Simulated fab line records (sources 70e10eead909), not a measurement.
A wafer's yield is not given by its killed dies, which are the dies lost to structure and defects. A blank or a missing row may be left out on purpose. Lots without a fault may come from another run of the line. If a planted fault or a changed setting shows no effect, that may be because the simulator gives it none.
fab line records ; flow nand-harc
record lots=14; wafers=42; last-day=25
route steps=1159 shown P_GATE@185 END@1159
lots that met no fault: from a run of the same line without faults
start-h: the number of hours between the record's first day and the start of the first shown wafer of the lot ; wait-h: hours since the lot's step before ; " repeats the value in the row above ; L1.1+2: several wafers, shown together as one row ; - no value, or no start was given ; * or withheld: withheld ; < > ~ a bound
route shown NAME@n: names a module that has steps shown in the file, with the first one's number in the route ; usual: mean/standard deviation taken from wafers without a fault ; same: alike in all rows ; chamber/n: place in a boat ; sites: per-site readings ; _std_site: how widely they spread, as a standard deviation ; _edge_site: mean of outer sites minus mean of inner sites ; radius-mm: how far each site lies from the wafer's centre ; mask NAME#n: copy n ; behind: the most recent tool/chamber to have shaped the wafer ; hold: why the lot went on hold/how many hours it stayed there/how the hold came to an end ; device: the transistor (n, p or np) that didn't switch ; end of line: the route-end tests of the same wafers ; a step without rows: its recipe alone ; killed: dies that structure and defects cost at the first sort, which is not the same as the wafer's yield ; map: the dies of a wafer, with x for killed, . for not killed, _ for no die there
set.NAME: the setting the step ran with; set.NAME@STEP: the setting that earlier step ran with ; model.NAME: the simulator's own value behind a step, which no gauge read
a sample of lots followed through the steps of the route, with each step as a table and each wafer as a row
services: when a tool's chamber went out of use (start-h, in hours from the record's first day, below 0 if earlier), for how many hours, and the reason
## steps
# step NHARC_P_GATE_CD_MEAS_59
# recipe target-cd-nm=720; landing-energy-ev=500
# usual cd-nm=720.9/1.5
lot.wafer;tool;chamber;start-h;wait-h;cd-nm
L827.3;cd-sem-02;0;110.20;-;720.6
L827.4;cd-sem-02;0;110.20;-;717.7
L827.6;cd-sem-02;0;110.20;-;720.2
L829.1;cd-sem-02;0;117.97;-;723.1
L829.2;cd-sem-02;0;117.97;-;722.4
L829.3;cd-sem-02;0;117.97;-;722.4
L828.1;cd-sem-03;0;120.63;-;721.4
L828.2;cd-sem-03;0;120.63;-;721.7
L828.4;cd-sem-03;0;120.63;-;720.5
L831.1;cd-sem-03;0;133.91;-;718.7
L831.2;cd-sem-03;0;133.91;-;719.1
L831.4;cd-sem-03;0;133.91;-;719.9
L834.1;cd-sem-01;0;150.14;-;720.4
L834.2;cd-sem-01;0;150.14;-;719.9
L834.3;cd-sem-01;0;150.14;-;719.1
L835.4;cd-sem-02;0;157.96;-;720.2
L835.5;cd-sem-02;0;157.96;-;720.3
L835.6;cd-sem-02;0;157.96;-;722.5
L836.2;cd-sem-01;0;158.60;-;723.6
L836.3;cd-sem-01;0;158.60;-;720.5
L836.5;cd-sem-01;0;158.60;-;719.3
L840.1;cd-sem-02;0;180.48;-;721.9
L840.5;cd-sem-02;0;180.48;-;724.0
L840.6;cd-sem-02;0;180.48;-;725.0
L842.3;cd-sem-02;0;194.94;-;719.8
L842.4;cd-sem-02;0;194.94;-;718.6
L842.5;cd-sem-02;0;194.94;-;718.1
L843.1;cd-sem-03;0;206.90;-;721.0
L843.2;cd-sem-03;0;206.90;-;721.7
L843.5;cd-sem-03;0;206.90;-;722.6
L844.1;cd-sem-02;0;211.96;-;721.5
L844.5;cd-sem-02;0;211.96;-;723.9
L844.6;cd-sem-02;0;211.96;-;721.2
L845.1;cd-sem-01;0;214.05;-;719.5
L845.3;cd-sem-01;0;214.05;-;720.9
L845.5;cd-sem-01;0;214.05;-;722.4
L847.1;cd-sem-03;0;224.59;-;720.8
L847.2;cd-sem-03;0;224.59;-;721.9
L847.5;cd-sem-03;0;224.59;-;720.9
L848.1;cd-sem-03;0;234.29;-;720.3
L848.2;cd-sem-03;0;234.29;-;720.7
L848.3;cd-sem-03;0;234.29;-;719.0
# step NHARC_P_GATE_STRIP_113
# recipe power-w=1500; temp-c=110; time-s=740; chemistry=N2/H2
# usual drypump-motor-current-A=5.9/0.33; heater-power-w=89/6.6
# same time-s=740
lot.wafer;tool;chamber;start-h;wait-h;drypump-motor-current-A;heater-power-w;rf-hours-counter-h
L827.3;plasma-asher-01;1;112.55;0.4;5.9;94;-
L827.4;plasma-asher-01;0;112.55;0.4;6.3;93;-
L827.6;plasma-asher-01;0;112.55;0.4;6.4;96;-
L829.2;plasma-asher-01;1;120.25;0.3;5.8;94;7
L829.1;plasma-asher-01;0;120.25;0.3;6.4;93;7
L829.3;plasma-asher-01;1;120.25;0.3;5.8;94;-
L828.1;plasma-asher-02;0;122.75;0.2;5.4;77;35
L828.2;plasma-asher-02;1;122.75;0.2;6.0;88;35
L828.4;plasma-asher-02;0;122.75;0.2;5.5;78;-
L831.1;plasma-asher-01;0;136.18;0.2;6.4;95;12
L831.2;plasma-asher-01;1;136.18;0.2;5.8;94;12
L831.4;plasma-asher-01;1;136.18;0.2;5.9;94;-
L834.1;plasma-asher-01;1;152.48;0.3;5.9;94;17
L834.2;plasma-asher-01;0;152.48;0.3;6.4;96;17
L834.3;plasma-asher-01;0;152.48;0.3;6.4;94;-
L835.4;plasma-asher-01;1;160.78;0.7;5.9;96;-
L835.5;plasma-asher-01;1;160.78;0.7;5.9;99;-
L835.6;plasma-asher-01;0;160.78;0.7;6.4;93;-
L836.2;plasma-asher-02;0;160.93;0.4;5.4;79;47
L836.3;plasma-asher-02;0;160.93;0.4;5.4;79;-
L836.5;plasma-asher-02;1;160.93;0.4;5.9;84;-
L840.1;plasma-asher-02;0;182.84;0.3;5.4;79;54
L840.6;plasma-asher-02;1;182.84;0.3;6.0;87;-
L840.5;plasma-asher-02;0;182.84;0.3;5.4;80;-
L842.3;plasma-asher-02;1;197.44;0.4;6.0;86;-
L842.4;plasma-asher-02;0;197.44;0.4;5.4;82;-
L842.5;plasma-asher-02;1;197.44;0.4;6.0;86;-
L843.1;plasma-asher-01;1;209.00;0.2;5.9;96;38
L843.2;plasma-asher-01;0;209.00;0.2;6.4;91;38
L843.5;plasma-asher-01;1;209.00;0.2;5.9;95;-
L844.1;plasma-asher-01;0;214.09;0.2;6.4;91;40
L844.5;plasma-asher-01;0;214.09;0.2;6.4;94;-
L844.6;plasma-asher-01;1;214.09;0.2;5.9;96;-
L845.1;plasma-asher-02;1;216.45;0.4;6.0;86;9
L845.3;plasma-asher-02;1;216.45;0.4;5.9;87;-
L845.5;plasma-asher-02;1;216.45;0.4;6.0;87;-
L847.2;plasma-asher-01;0;226.83;0.2;6.3;94;45
L847.1;plasma-asher-01;1;226.83;0.2;5.9;96;45
L847.5;plasma-asher-01;1;226.83;0.2;5.9;98;-
L848.2;plasma-asher-02;1;236.42;0.2;6.0;86;16
L848.1;plasma-asher-02;0;236.42;0.2;5.4;80;16
L848.3;plasma-asher-02;0;236.42;0.2;5.4;80;-
# step NHARC_P_GATE_RTA_64
# recipe temp-c=1050; time-s=1
# usual lamp-power-pct=31.6/1; lamp_zone_2_pct=31.6/0.99; wafer_temp_C_max=1055.7/1.6
# same time-s=1
lot.wafer;tool;chamber;start-h;wait-h;lamp-power-pct;lamp_zone_2_pct;wafer_temp_C_max
L827.3;rtp-anneal-02;0;113.64;-;30.9;30.8;1056.2
L827.4;rtp-anneal-02;0;113.64;-;30.8;30.9;1057.2
L827.6;rtp-anneal-02;0;113.64;-;30.9;30.9;1056.9
L829.1;rtp-anneal-02;0;121.54;-;30.9;30.9;1056.0
L829.2;rtp-anneal-02;0;121.54;-;30.9;30.9;1057.1
L829.3;rtp-anneal-02;0;121.54;-;30.8;30.8;1058.9
L828.1;rtp-anneal-02;0;124.02;-;30.8;30.9;1054.6
L828.2;rtp-anneal-02;0;124.02;-;30.9;30.8;1055.4
L828.4;rtp-anneal-02;0;124.02;-;30.8;30.8;1055.4
L831.1;rtp-anneal-01;0;137.46;-;33.0;32.9;1053.8
L831.2;rtp-anneal-01;0;137.46;-;33.0;33.0;1053.6
L831.4;rtp-anneal-01;0;137.46;-;33.0;32.9;1054.3
L834.1;rtp-anneal-02;0;153.76;-;30.8;30.9;1056.6
L834.2;rtp-anneal-02;0;153.76;-;30.8;30.9;1058.9
L834.3;rtp-anneal-02;0;153.76;-;30.9;30.9;1057.3
L835.4;rtp-anneal-02;0;161.91;-;30.8;30.8;1056.2
L835.5;rtp-anneal-02;0;161.91;-;30.9;30.9;1055.3
L835.6;rtp-anneal-02;0;161.91;-;30.8;30.8;1056.9
L836.2;rtp-anneal-01;0;162.11;-;33.0;33.0;1053.8
L836.3;rtp-anneal-01;0;162.11;-;33.0;33.0;1053.0
L836.5;rtp-anneal-01;0;162.11;-;33.0;33.0;1054.0
L840.1;rtp-anneal-02;0;184.01;-;30.9;30.9;1057.7
L840.5;rtp-anneal-02;0;184.01;-;30.9;30.8;1055.4
L840.6;rtp-anneal-02;0;184.01;-;30.8;30.8;1056.5
L842.3;rtp-anneal-02;0;198.54;-;30.8;30.8;1055.6
L842.4;rtp-anneal-02;0;198.54;-;30.8;30.8;1054.2
L842.5;rtp-anneal-02;0;198.54;-;30.8;30.8;1058.5
L843.1;rtp-anneal-02;0;210.28;-;30.8;30.8;1055.3
L843.2;rtp-anneal-02;0;210.28;-;30.8;30.8;1055.5
L843.5;rtp-anneal-02;0;210.28;-;30.9;30.8;1058.8
L844.1;rtp-anneal-02;0;215.36;-;30.9;30.9;1055.5
L844.5;rtp-anneal-02;0;215.36;-;30.9;30.9;1056.8
L844.6;rtp-anneal-02;0;215.36;-;30.8;30.9;1056.4
L845.1;rtp-anneal-02;0;217.72;-;30.9;30.9;1057.3
L845.3;rtp-anneal-02;0;217.72;-;30.9;30.9;1056.3
L845.5;rtp-anneal-02;0;217.72;-;30.9;30.9;1058.9
L847.1;rtp-anneal-02;0;228.11;-;30.9;30.9;1058.5
L847.2;rtp-anneal-02;0;228.11;-;30.8;30.9;1056.0
L847.5;rtp-anneal-02;0;228.11;-;30.8;30.8;1055.4
L848.1;rtp-anneal-02;0;237.70;-;30.9;30.9;1057.3
L848.2;rtp-anneal-02;0;237.70;-;30.8;30.8;1058.7
L848.3;rtp-anneal-02;0;237.70;-;30.9;30.9;1057.5
# step NHARC_P_GATE_PRE_CLEAN_110
# recipe time-s=30; bias-v=200; gas=Ar
# usual bias-v=199.7/1.9; time-s=30/0
lot.wafer;tool;chamber;start-h;wait-h;bias-v;time-s
L827.3;pvd-sputter-03;-;113.94;-;197.8;30
L827.4;pvd-sputter-03;-;113.94;-;201.8;30
L827.6;pvd-sputter-03;-;113.94;-;195.8;30
L829.3;pvd-sputter-01;-;121.89;-;202.4;30
L829.2;pvd-sputter-01;-;121.89;-;200.1;30
L829.1;pvd-sputter-01;-;121.89;-;199.2;30
L828.2;pvd-sputter-01;-;124.37;-;199.3;30
L828.1;pvd-sputter-01;-;124.37;-;201.6;30
L828.4;pvd-sputter-01;-;124.37;-;199.4;30
L831.1;pvd-sputter-03;-;137.82;-;199.6;30
L831.4;pvd-sputter-03;-;137.82;-;201.1;30
L831.2;pvd-sputter-03;-;137.82;-;199.3;30
L834.3;pvd-sputter-03;-;154.11;-;-;-
L834.2;pvd-sputter-03;-;154.11;-;-;-
L834.1;pvd-sputter-03;-;154.11;-;-;-
L835.4;pvd-sputter-03;-;162.19;-;-;-
L835.6;pvd-sputter-03;-;162.19;-;-;-
L835.5;pvd-sputter-03;-;162.19;-;-;-
L836.3;pvd-sputter-03;-;162.60;-;-;-
L836.2;pvd-sputter-03;-;162.60;-;-;-
L836.5;pvd-sputter-03;-;162.60;-;-;-
L840.1;pvd-sputter-02;-;184.38;-;201.4;30
L840.5;pvd-sputter-02;-;184.38;-;203.4;30
L840.6;pvd-sputter-02;-;184.38;-;200.3;30
L842.3;pvd-sputter-01;-;198.84;-;197.4;30
L842.4;pvd-sputter-01;-;198.84;-;200.9;30
L842.5;pvd-sputter-01;-;198.84;-;199.2;30
L843.1;pvd-sputter-03;-;210.65;-;198.7;30
L843.2;pvd-sputter-03;-;210.65;-;199.3;30
L843.5;pvd-sputter-03;-;210.65;-;199.4;30
L844.1;pvd-sputter-01;-;215.73;-;201.1;30
L844.5;pvd-sputter-01;-;215.73;-;200.6;30
L844.6;pvd-sputter-01;-;215.73;-;199.3;30
L845.3;pvd-sputter-01;-;218.08;-;199.4;30
L845.1;pvd-sputter-01;-;218.08;-;196.5;30
L845.5;pvd-sputter-01;-;218.08;-;196.5;30
L847.2;pvd-sputter-01;-;228.46;-;200.2;30
L847.1;pvd-sputter-01;-;228.46;-;199.8;30
L847.5;pvd-sputter-01;-;228.46;-;202.6;30
L848.1;pvd-sputter-03;-;238.06;-;199.7;30
L848.3;pvd-sputter-03;-;238.06;-;200.8;30
L848.2;pvd-sputter-03;-;238.06;-;200.4;30
# step NHARC_END_SORT_01
# recipe temp-c=25
# usual killed-at-array=28/9.1; killed-at-other=0.6/0.87; killed-at-periphery=3.4/2.7; killed-dies=32/9; killed-open=3.2/1.9; killed-short=2.0/1.3
# same gross-dies=677
lot.wafer;tool;chamber;start-h;wait-h;killed-at-array;killed-at-other;killed-at-periphery;killed-dies;killed-open;killed-short
L829.1;prober-02;0;459.86;2.5;7;0;1;8;0;3
L829.2;prober-02;0;460.66;2.8;13;0;5;18;4;3
L829.3;prober-02;0;461.46;3.1;12;0;3;15;5;3
L834.1;prober-02;0;493.99;2.6;26;1;1;28;3;1
L834.2;prober-02;0;494.79;2.8;25;1;4;30;4;1
L834.3;prober-02;0;495.59;3.1;33;1;1;35;2;4
L844.1;prober-02;0;564.57;2.5;35;0;4;39;7;1
L844.5;prober-02;0;567.79;3.7;35;1;3;39;3;3
L844.6;prober-02;0;568.59;4.0;36;0;4;40;6;0
L845.1;prober-02;0;580.13;2.5;40;2;3;45;5;0
L845.3;prober-02;0;581.75;3.1;54;0;4;58;5;2
L845.5;prober-02;0;583.36;3.7;44;0;4;48;0;3
# killed by level:class
L829.1 A_WL_FILL:geometric-particle:short=2 A_CHANNEL_FILL_D1:geometric-particle:short=1 P_GATE:chamber-film-flake=1 A_ZERO_WELL:chamber-film-flake=1 A_CHANNEL_HOLE_D1:chamber-film-flake=1 A_CHANNEL_FILL_D1:chamber-film-flake=1 A_STAIRCASE:chamber-film-flake=1
L829.2 A_CHANNEL_HOLE_D1:chamber-film-flake=4 A_CONTACT:geometric-particle:open=2 P_GATE:chamber-film-flake=2 A_STAIRCASE:chamber-film-flake=2 P_GATE:geometric-particle:short=1 P_CONTACT:geometric-particle:short=1 P_M0:geometric-particle:open=1 A_CONTACT:geometric-particle:short=1
L829.3 A_WL_FILL:geometric-particle:short=3 A_CHANNEL_HOLE_D1:chamber-film-flake=3 A_CONTACT:geometric-particle:open=2 A_BLC:geometric-particle:open=2 P_GATE:chamber-film-flake=2 P_CONTACT:geometric-particle:open=1 A_ZERO_WELL:chamber-film-flake=1 A_CHANNEL_FILL_D1:chamber-film-flake=1
L834.1 A_BONDPAD:chamber-film-flake=7 A_SLIT:chamber-film-flake=5 A_CHANNEL_HOLE_D1:chamber-film-flake=3 A_CONTACT:chamber-film-flake=3 A_CHANNEL_HOLE_D1:geometric-particle:open=2 A_STAIRCASE:chamber-film-flake=2 A_WL_FILL:chamber-film-flake=2 A_ONON_D1:geometric-particle:short=1
L834.2 A_SLIT:chamber-film-flake=7 A_CHANNEL_HOLE_D1:chamber-film-flake=5 A_BONDPAD:chamber-film-flake=4 A_CONTACT:chamber-film-flake=3 A_WL_FILL:chamber-film-flake=2 P_CONTACT:geometric-particle:open=1 P_M0:geometric-particle:open=1 A_ONON_D1:geometric-particle:short=1
L834.3 A_SLIT:chamber-film-flake=14 A_CONTACT:chamber-film-flake=7 A_CHANNEL_HOLE_D1:chamber-film-flake=3 A_STAIRCASE:chamber-film-flake=3 A_BONDPAD:chamber-film-flake=2 P_CONTACT:geometric-particle:open=1 A_ONON_D1:geometric-particle:short=1 A_CHANNEL_HOLE_D1:geometric-particle:short=1
L844.1 A_SLIT:chamber-film-flake=21 A_CHANNEL_HOLE_D1:chamber-film-flake=9 P_GATE:geometric-particle:open=1 P_M0:geometric-particle:open=1 P_M0:geometric-particle:short=1 P_M1:geometric-particle:open=1 A_ONON_D1:geometric-particle:open=1 A_CHANNEL_HOLE_D1:geometric-particle:open=1
L844.5 A_CHANNEL_HOLE_D1:chamber-film-flake=14 A_SLIT:chamber-film-flake=13 A_STAIRCASE:chamber-film-flake=2 P_M0:geometric-particle:short=1 P_M1:geometric-particle:short=1 A_ONON_D1:geometric-particle:open=1 A_CHANNEL_HOLE_D1:geometric-particle:open=1 A_CHANNEL_FILL_D1:geometric-particle:open=1
L844.6 A_SLIT:chamber-film-flake=18 A_CHANNEL_FILL_D1:chamber-film-flake=6 A_CHANNEL_HOLE_D1:chamber-film-flake=4 A_ZERO_WELL:chamber-film-flake=3 P_M0:geometric-particle:open=2 A_CONTACT:geometric-particle:open=2 P_GATE:geometric-particle:open=1 A_BLC:geometric-particle:open=1
L845.1 A_CHANNEL_HOLE_D1:chamber-film-flake=12 A_SLIT:chamber-film-flake=11 A_STAIRCASE:chamber-film-flake=8 A_CONTACT:chamber-film-flake=6 STARTING-WAFER:geometric-particle:open=2 P_GATE:geometric-particle:open=1 A_CONTACT:geometric-particle:open=1 A_BLC:geometric-particle:open=1
L845.3 A_CHANNEL_HOLE_D1:chamber-film-flake=17 A_SLIT:chamber-film-flake=16 A_STAIRCASE:chamber-film-flake=6 A_CONTACT:chamber-film-flake=5 A_ONON_D1:geometric-particle:open=3 P_BONDPAD:chamber-film-flake=3 A_CHANNEL_FILL_D1:geometric-particle:short=2 A_WL_FILL:geometric-particle:open=1
L845.5 A_SLIT:chamber-film-flake=17 A_CHANNEL_HOLE_D1:chamber-film-flake=11 A_STAIRCASE:chamber-film-flake=7 A_CONTACT:chamber-film-flake=4 P_GATE:chamber-film-flake=2 A_CHANNEL_FILL_D1:chamber-film-flake=2 P_M0:geometric-particle:short=1 A_ONON_D1:geometric-particle:short=1
## services
tool;chamber;start-h;hours;kind
plasma-asher-01;-;99.37;9.0;pm
plasma-asher-01;0;99.37;9.0;vent-cycle
plasma-asher-01;1;99.37;9.0;vent-cycle
pvd-sputter-03;-;102.00;10.0;pm
plasma-asher-01;0;108.37;-;clean
plasma-asher-01;1;108.37;-;clean
plasma-asher-02;-;113.37;4.7;repair
plasma-asher-02;-;149.63;0.9;repair
pvd-sputter-01;-;158.00;10.0;pm
pvd-sputter-03;-;167.14;8.3;repair
plasma-asher-02;1;183.50;9.0;vent-cycle
plasma-asher-02;0;192.50;-;clean
plasma-asher-02;1;192.50;-;clean
pvd-sputter-02;-;214.01;10.0;pm
## key
first-sign step=NHARC_P_GATE_PRE_CLEAN_110; reading=tool-record; direction=missing
effect none on later readings
met-at NHARC_P_GATE_PRE_CLEAN_110
struck-lots L834,L835,L836
tester-left-out L834,L835,L836
not-acting-at NHARC_P_GATE_CD_MEAS_59,NHARC_P_GATE_STRIP_113,NHARC_P_GATE_RTA_64
onset-between 137.82 154.11
fault kind=skipped-step-whole; tool=pvd-sputter-03; chamber=-; onset-h=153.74; steps=NHARC_P_GATE_PRE_CLEAN_110; scope=struck-lots-only
# tester-left-out: of these lots the tester's yield and bins aren't shown, on N5 and GAA mostly nor the transistor test; their killed dies are dies lost to structure and defects alone, not to doping, threshold or leakage, so they don't give the yield
